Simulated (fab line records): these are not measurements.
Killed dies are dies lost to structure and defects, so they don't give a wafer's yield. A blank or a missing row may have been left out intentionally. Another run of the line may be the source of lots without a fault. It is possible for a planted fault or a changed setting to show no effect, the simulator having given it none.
Which tool did it? / flow nand harc / 11 lots with 33 wafers sampled at 4 steps, on a route of 1302 steps

== WHAT THE GAUGES SHOWED, per wafer ==
No reading from a measuring or inspecting step in the record can be judged against a usual standard deviation.

== EACH LOT AND THE TOOL THAT RAN IT (in order: tool; ch and the chambers of the sampled wafers; start) ==
lot=L696; NHARC_A_STAIRCASE_ETCH_190=rie diel-05 ch 0,1,3, day 14 14:11 or earlier; NHARC_A_STAIRCASE_TRIM_196=rie diel-05 ch 0,2,3, day 14 14:11; NHARC_A_STAIRCASE_TRIM_198=rie diel-05 ch 1,2,3, day 14 14:30; NHARC_A_STAIRCASE_TRIM_202=rie diel-05 ch 1,2,3, no start
lot=L698; NHARC_A_STAIRCASE_ETCH_190=rie diel-03 ch 0,1,3, day 15 18:56 or earlier; NHARC_A_STAIRCASE_TRIM_196=rie diel-03 ch 1,2, day 15 18:56; NHARC_A_STAIRCASE_TRIM_198=rie diel-03 ch 0,1,3, day 15 19:14; NHARC_A_STAIRCASE_TRIM_202=rie diel-03 ch 0,2,3, no start
lot=L700; NHARC_A_STAIRCASE_ETCH_190=rie diel-04 ch 0,3, day 17 01:51 or earlier; NHARC_A_STAIRCASE_TRIM_196=rie diel-03 ch 0,1,3, day 17 01:51; NHARC_A_STAIRCASE_TRIM_198=rie diel-03 ch 0,3, day 17 02:11; NHARC_A_STAIRCASE_TRIM_202=rie diel-03 ch 0,3, no start
lot=L699; NHARC_A_STAIRCASE_ETCH_190=rie diel-04 ch 1,2,3, day 17 02:03 or earlier; NHARC_A_STAIRCASE_TRIM_196=rie diel-04 ch 0,1,2, day 17 02:03; NHARC_A_STAIRCASE_TRIM_198=rie diel-04 ch 1,3, day 17 02:18; NHARC_A_STAIRCASE_TRIM_202=rie diel-04 ch 0,3, no start
lot=L701; NHARC_A_STAIRCASE_ETCH_190=rie diel-03 ch 1,2,3, day 17 08:42 or earlier; NHARC_A_STAIRCASE_TRIM_196=rie diel-04 ch 1,2,3, day 17 08:42; NHARC_A_STAIRCASE_TRIM_198=rie diel-04 ch 0,2,3, day 17 08:58; NHARC_A_STAIRCASE_TRIM_202=rie diel-04 ch 2,3, no start
lot=L703; NHARC_A_STAIRCASE_ETCH_190=rie diel-03 ch 0,2,3, day 18 06:48 or earlier; NHARC_A_STAIRCASE_TRIM_196=rie diel-03 ch 1,2,3, day 18 06:48; NHARC_A_STAIRCASE_TRIM_198=rie diel-03 ch 0,1,3, day 18 07:03; NHARC_A_STAIRCASE_TRIM_202=rie diel-03 ch 0,1,2, no start
lot=L702; NHARC_A_STAIRCASE_ETCH_190=rie diel-05 ch 1,2,3, day 18 09:42 or earlier; NHARC_A_STAIRCASE_TRIM_196=rie diel-05 ch 2,3, day 18 09:42; NHARC_A_STAIRCASE_TRIM_198=rie diel-05 ch 0,1, day 18 10:00; NHARC_A_STAIRCASE_TRIM_202=rie diel-05 ch 0,1,2, no start
lot=L709; NHARC_A_STAIRCASE_ETCH_190=rie diel-03 ch 1,3, day 20 17:25 or earlier; NHARC_A_STAIRCASE_TRIM_196=rie diel-05 ch 1,2,3, day 20 17:25; NHARC_A_STAIRCASE_TRIM_198=rie diel-05 ch 0,2,3, day 20 17:43; NHARC_A_STAIRCASE_TRIM_202=rie diel-05 ch 0,3, no start
lot=L712; NHARC_A_STAIRCASE_ETCH_190=rie diel-03 ch 2,3, day 21 21:45 or earlier; NHARC_A_STAIRCASE_TRIM_196=rie diel-05 ch 0,2,3, day 21 21:45; NHARC_A_STAIRCASE_TRIM_198=rie diel-05 ch 1,2,3, day 21 21:59; NHARC_A_STAIRCASE_TRIM_202=rie diel-05 ch 1,2,3, no start
lot=L715; NHARC_A_STAIRCASE_ETCH_190=rie diel-04 ch 0,1,2, day 23 09:16 or earlier; NHARC_A_STAIRCASE_TRIM_196=rie diel-04 ch 0,2,3, day 23 09:16; NHARC_A_STAIRCASE_TRIM_198=rie diel-04 ch 0,1,2, day 23 09:33; NHARC_A_STAIRCASE_TRIM_202=rie diel-04 ch 1,2, no start
lot=L717; NHARC_A_STAIRCASE_ETCH_190=rie diel-05 ch 0,2,3, day 24 04:29 or earlier; NHARC_A_STAIRCASE_TRIM_196=rie diel-03 ch 1,2,3, day 24 04:29; NHARC_A_STAIRCASE_TRIM_198=rie diel-03 ch 0,1,2, day 24 04:45; NHARC_A_STAIRCASE_TRIM_202=rie diel-03 ch 0,1,3, no start
- NHARC_A_STAIRCASE_ETCH_190: etches the open film in C4F8/O2, target depth 100 nm, time 40.5 s.
- NHARC_A_STAIRCASE_TRIM_196: chemistry O2, time 211.2 s.
- NHARC_A_STAIRCASE_TRIM_198: chemistry O2, time 211.2 s.
- NHARC_A_STAIRCASE_TRIM_202: chemistry O2, time 211.2 s.

== WHAT THE TOOLS THEMSELVES READ (means of the sampled wafers that have a number; where no wafer has one, the mark that the record gives instead) ==
NHARC_A_STAIRCASE_ETCH_190. Usual: oes product au 0.942 a.u., standard deviation 0.0097; rf vpp V 896 V, standard deviation 7.4.
lot=L696; tool=rie diel-05; oes product au (a.u.)=0.939; rf vpp V (V)=897; flag=
lot=L698; tool=rie diel-03; oes product au (a.u.)=0.950; rf vpp V (V)=891; flag=
lot=L700; tool=rie diel-04; oes product au (a.u.)=0.931; rf vpp V (V)=900; flag=
lot=L699; tool=rie diel-04; oes product au (a.u.)=0.941; rf vpp V (V)=891; flag=
lot=L701; tool=rie diel-03; oes product au (a.u.)=0.937; rf vpp V (V)=893; flag=
lot=L703; tool=rie diel-03; oes product au (a.u.)=0.942; rf vpp V (V)=893; flag=
lot=L702; tool=rie diel-05; oes product au (a.u.)=0.937; rf vpp V (V)=896; flag=
lot=L709; tool=rie diel-03; oes product au (a.u.)=0.942; rf vpp V (V)=901; flag=
lot=L712; tool=rie diel-03; oes product au (a.u.)=0.943; rf vpp V (V)=905; flag=
lot=L715; tool=rie diel-04; oes product au (a.u.)=0.939; rf vpp V (V)=895; flag=
lot=L717; tool=rie diel-05; oes product au (a.u.)=0.943; rf vpp V (V)=898; flag=

NHARC_A_STAIRCASE_TRIM_196. Usual: drypump motor current A 5.7 A, standard deviation 0.41; oes product au 1.001 a.u., standard deviation 0.0071; rf vpp V 57.7 V, standard deviation 0.91; run length s 232.5 s, standard deviation 0.4; showerhead plenum p Torr 3.50 Torr, standard deviation 0.19; throttle valve pct 17.036 %, standard deviation 0.0094.
lot=L696; tool=rie diel-05; drypump motor current A (A)=5.9; oes product au (a.u.)=1.004; rf vpp V (V)=57.5; run length s (s)=232.3; showerhead plenum p Torr (Torr)=3.45; throttle valve pct (%)=17.037; flag=
lot=L698; tool=rie diel-03; drypump motor current A (A)=5.6; oes product au (a.u.)=1.005; rf vpp V (V)=57.9; run length s (s)=232.5; showerhead plenum p Torr (Torr)=3.49; throttle valve pct (%)=17.049; flag=
lot=L700; tool=rie diel-03; drypump motor current A (A)=5.7; oes product au (a.u.)=0.998; rf vpp V (V)=56.8; run length s (s)=232.5; showerhead plenum p Torr (Torr)=3.35; throttle valve pct (%)=17.021; flag=
lot=L699; tool=rie diel-04; drypump motor current A (A)=5.8; oes product au (a.u.)=0.992; rf vpp V (V)=56.7; run length s (s)=232.4; showerhead plenum p Torr (Torr)=3.55; throttle valve pct (%)=17.042; flag=
lot=L701; tool=rie diel-04; drypump motor current A (A)=5.9; oes product au (a.u.)=1.001; rf vpp V (V)=57.0; run length s (s)=232.3; showerhead plenum p Torr (Torr)=3.38; throttle valve pct (%)=17.033; flag=
lot=L703; tool=rie diel-03; drypump motor current A (A)=5.7; oes product au (a.u.)=1.007; rf vpp V (V)=57.8; run length s (s)=232.7; showerhead plenum p Torr (Torr)=3.46; throttle valve pct (%)=17.036; flag=
lot=L702; tool=rie diel-05; drypump motor current A (A)=5.8; oes product au (a.u.)=1.002; rf vpp V (V)=57.8; run length s (s)=232.7; showerhead plenum p Torr (Torr)=3.44; throttle valve pct (%)=17.039; flag=
lot=L709; tool=rie diel-05; drypump motor current A (A)=5.6; oes product au (a.u.)=1.004; rf vpp V (V)=57.9; run length s (s)=232.6; showerhead plenum p Torr (Torr)=3.53; throttle valve pct (%)=17.040; flag=
lot=L712; tool=rie diel-05; drypump motor current A (A)=5.9; oes product au (a.u.)=1.001; rf vpp V (V)=57.8; run length s (s)=232.3; showerhead plenum p Torr (Torr)=3.60; throttle valve pct (%)=17.036; flag=
lot=L715; tool=rie diel-04; drypump motor current A (A)=5.8; oes product au (a.u.)=0.995; rf vpp V (V)=57.4; run length s (s)=232.2; showerhead plenum p Torr (Torr)=3.46; throttle valve pct (%)=17.032; flag=
lot=L717; tool=rie diel-03; drypump motor current A (A)=5.7; oes product au (a.u.)=1.005; rf vpp V (V)=57.2; run length s (s)=232.5; showerhead plenum p Torr (Torr)=3.61; throttle valve pct (%)=17.034; flag=

NHARC_A_STAIRCASE_TRIM_198. Usual: drypump motor current A 5.7 A, standard deviation 0.42; oes product au 1.002 a.u., standard deviation 0.0069; rf vpp V 57.7 V, standard deviation 1; run length s 232.5 s, standard deviation 0.39; showerhead plenum p Torr 3.51 Torr, standard deviation 0.2; throttle valve pct 17.035 %, standard deviation 0.0098.
lot=L696; tool=rie diel-05; drypump motor current A (A)=5.6; oes product au (a.u.)=1.003; rf vpp V (V)=58.3; run length s (s)=232.6; showerhead plenum p Torr (Torr)=3.55; throttle valve pct (%)=17.038; flag=
lot=L698; tool=rie diel-03; drypump motor current A (A)=5.7; oes product au (a.u.)=0.997; rf vpp V (V)=57.3; run length s (s)=232.9; showerhead plenum p Torr (Torr)=3.36; throttle valve pct (%)=17.037; flag=
lot=L700; tool=rie diel-03; drypump motor current A (A)=5.8; oes product au (a.u.)=1.002; rf vpp V (V)=57.6; run length s (s)=232.7; showerhead plenum p Torr (Torr)=3.32; throttle valve pct (%)=17.039; flag=
lot=L699; tool=rie diel-04; drypump motor current A (A)=6.1; oes product au (a.u.)=1.006; rf vpp V (V)=58.0; run length s (s)=232.3; showerhead plenum p Torr (Torr)=3.44; throttle valve pct (%)=17.032; flag=
lot=L701; tool=rie diel-04; drypump motor current A (A)=5.9; oes product au (a.u.)=0.990; rf vpp V (V)=56.8; run length s (s)=232.3; showerhead plenum p Torr (Torr)=3.48; throttle valve pct (%)=17.035; flag=
lot=L703; tool=rie diel-03; drypump motor current A (A)=5.7; oes product au (a.u.)=1.005; rf vpp V (V)=58.2; run length s (s)=232.5; showerhead plenum p Torr (Torr)=3.35; throttle valve pct (%)=17.044; flag=
lot=L702; tool=rie diel-05; drypump motor current A (A)=6.0; oes product au (a.u.)=1.004; rf vpp V (V)=58.4; run length s (s)=232.2; showerhead plenum p Torr (Torr)=3.73; throttle valve pct (%)=17.044; flag=
lot=L709; tool=rie diel-05; drypump motor current A (A)=5.9; oes product au (a.u.)=0.995; rf vpp V (V)=58.3; run length s (s)=209.8; showerhead plenum p Torr (Torr)=3.60; throttle valve pct (%)=17.026; flag=OFF
lot=L712; tool=rie diel-05; drypump motor current A (A)=5.5; oes product au (a.u.)=1.004; rf vpp V (V)=57.4; run length s (s)=209.6; showerhead plenum p Torr (Torr)=3.53; throttle valve pct (%)=17.031; flag=OFF
lot=L715; tool=rie diel-04; drypump motor current A (A)=5.9; oes product au (a.u.)=0.996; rf vpp V (V)=57.9; run length s (s)=232.4; showerhead plenum p Torr (Torr)=3.52; throttle valve pct (%)=17.034; flag=
lot=L717; tool=rie diel-03; drypump motor current A (A)=5.4; oes product au (a.u.)=1.002; rf vpp V (V)=57.8; run length s (s)=232.7; showerhead plenum p Torr (Torr)=3.48; throttle valve pct (%)=17.033; flag=

NHARC_A_STAIRCASE_TRIM_202. Usual: drypump motor current A 5.7 A, standard deviation 0.41; oes product au 1.002 a.u., standard deviation 0.0073; rf vpp V 57.7 V, standard deviation 0.93; run length s 232.5 s, standard deviation 0.37; showerhead plenum p Torr 3.50 Torr, standard deviation 0.2; throttle valve pct 17.036 %, standard deviation 0.0094.
lot=L696; tool=rie diel-05; drypump motor current A (A)=5.6; oes product au (a.u.)=0.998; rf vpp V (V)=58.0; run length s (s)=232.6; showerhead plenum p Torr (Torr)=3.55; throttle valve pct (%)=17.040; flag=
lot=L698; tool=rie diel-03; drypump motor current A (A)=5.4; oes product au (a.u.)=0.998; rf vpp V (V)=57.6; run length s (s)=232.6; showerhead plenum p Torr (Torr)=3.48; throttle valve pct (%)=17.037; flag=
lot=L700; tool=rie diel-03; drypump motor current A (A)=5.8; oes product au (a.u.)=1.002; rf vpp V (V)=56.9; run length s (s)=232.6; showerhead plenum p Torr (Torr)=3.32; throttle valve pct (%)=17.036; flag=
lot=L699; tool=rie diel-04; drypump motor current A (A)=6.0; oes product au (a.u.)=1.001; rf vpp V (V)=58.0; run length s (s)=232.6; showerhead plenum p Torr (Torr)=3.64; throttle valve pct (%)=17.046; flag=
lot=L701; tool=rie diel-04; drypump motor current A (A)=5.8; oes product au (a.u.)=0.999; rf vpp V (V)=57.2; run length s (s)=232.2; showerhead plenum p Torr (Torr)=3.33; throttle valve pct (%)=17.033; flag=
lot=L703; tool=rie diel-03; drypump motor current A (A)=5.4; oes product au (a.u.)=1.000; rf vpp V (V)=57.4; run length s (s)=232.7; showerhead plenum p Torr (Torr)=3.50; throttle valve pct (%)=17.039; flag=
lot=L702; tool=rie diel-05; drypump motor current A (A)=5.9; oes product au (a.u.)=1.004; rf vpp V (V)=57.4; run length s (s)=232.5; showerhead plenum p Torr (Torr)=3.56; throttle valve pct (%)=17.029; flag=
lot=L709; tool=rie diel-05; drypump motor current A (A)=5.6; oes product au (a.u.)=1.007; rf vpp V (V)=58.6; run length s (s)=232.0; showerhead plenum p Torr (Torr)=3.75; throttle valve pct (%)=17.042; flag=
lot=L712; tool=rie diel-05; drypump motor current A (A)=5.6; oes product au (a.u.)=1.001; rf vpp V (V)=57.8; run length s (s)=232.7; showerhead plenum p Torr (Torr)=3.53; throttle valve pct (%)=17.032; flag=
lot=L715; tool=rie diel-04; drypump motor current A (A)=5.7; oes product au (a.u.)=0.993; rf vpp V (V)=57.8; run length s (s)=232.3; showerhead plenum p Torr (Torr)=3.37; throttle valve pct (%)=17.038; flag=
lot=L717; tool=rie diel-03; drypump motor current A (A)=5.7; oes product au (a.u.)=0.998; rf vpp V (V)=57.5; run length s (s)=232.5; showerhead plenum p Torr (Torr)=3.50; throttle valve pct (%)=17.044; flag=

== THE ANSWER, worked out from the rows above alone ==
Rule: a lot counts as off when the mean over its wafers that have a number is more than 3 standard deviations away from the usual mean. A lot without any number at a reading at which 4 lots or more have one is off too. All remaining lots with rows at the step are treated as sound. The gauges are gone through in route order, then the tools' own readings, and for those a lot's mean is taken as printed above. At the first step where some lot is off, the reading lying furthest off is the one used; lots without a number count as furthest.
Off, at NHARC_A_STAIRCASE_TRIM_198 on run length s: L709, L712.
A tool fits if, at that step or a process step before it, it ran every lot that is off, and no sound lot after the first of them. NHARC_A_STAIRCASE_ETCH_190: start missing for some lots; hours and lot order therefore follow NHARC_A_STAIRCASE_TRIM_196. 2 tools fit, rie diel-03 at NHARC_A_STAIRCASE_ETCH_190 and rie diel-05 at NHARC_A_STAIRCASE_TRIM_196 and NHARC_A_STAIRCASE_TRIM_198, so this cannot tell which one it is.

== WHAT THE SIMULATOR HAD PUT IN ==
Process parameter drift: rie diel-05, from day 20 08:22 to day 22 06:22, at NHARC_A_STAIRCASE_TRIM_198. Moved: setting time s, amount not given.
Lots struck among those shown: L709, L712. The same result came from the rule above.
